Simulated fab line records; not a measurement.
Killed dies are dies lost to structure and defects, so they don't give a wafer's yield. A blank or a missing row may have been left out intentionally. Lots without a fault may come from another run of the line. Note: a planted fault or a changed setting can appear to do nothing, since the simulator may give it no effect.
Chamber matching | flow n5_finfet | ald_metal-02 running N5_BEOL_M3_ALD_84: 4 sister chambers
The step deposits TaN, pulse time 2 s, purge time 3 s, co reactant purge time 2 s. 8 wafers are shown with their chamber, then 10 later ones without.

== EACH WAFER AND ITS CHAMBER ==
wafer  | chamber | heater_power_w (W) | mfc_carrier_sccm (sccm)
L078.5 | 2       | 442                | 1503
L082.1 | 0       | 426                | 1498
L082.5 | 2       | 439                | 1500
L088.1 | 0       | 422                | 1497
L089.1 | 3       | 400                | 1499
L089.5 | 1       | 374                | 1501
L092.2 | 1       | 380                | 1502
L092.4 | 3       | 418                | 1501

== WAFERS WITH NO CHAMBER GIVEN ==
wafer  | heater_power_w (W) | mfc_carrier_sccm (sccm)
L092.6 | 420                | 1499
L093.2 | 378                | 1499
L093.3 | 414                | 1502
L093.6 | 440                | 1504
L095.4 | 427                | 1504
L095.5 | 436                | 1500
L095.6 | 409                | 1502
L097.2 | 427                | 1504
L097.3 | 413                | 1510
L097.6 | 424                | 1500

== WHICH CHAMBER EACH WENT THROUGH ==
wafer  | from the rows above               | in truth
L092.6 | can't be placed: 0 or 3           | 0
L093.2 | 1                                 | 1
L093.3 | can't be placed: 3 or 0           | 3
L093.6 | 2                                 | 2
L095.4 | can't be placed: 2 or 3           | 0
L095.5 | can't be placed: 2 or 0           | 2
L095.6 | 3                                 | 3
L097.2 | can't be placed: 2 or 3           | 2
L097.3 | can't be placed: 3 or 2 or 1 or 0 | 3
L097.6 | can't be placed: 0 or 3 or 2      | 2
Placed correctly: 3 of 10. Unplaceable from these rows: 7, with the true chamber sitting among the candidates in 6. 0 placed wrongly.
How it was worked out, from the rows above alone: a wafer's distance from a chamber is the root of the sum, over the readings, of the square of ((its reading less the chamber's mean) divided by the reading's scatter). The wafer belongs to the nearest chamber; if the next one is less than 2 further off, it can't be placed. The mean given for a chamber averages the wafers shown for that chamber. The scatter: take each reading less its chamber's mean, square it, sum over the shown wafers, divide by the number of wafers less the number of chambers, and take the root.
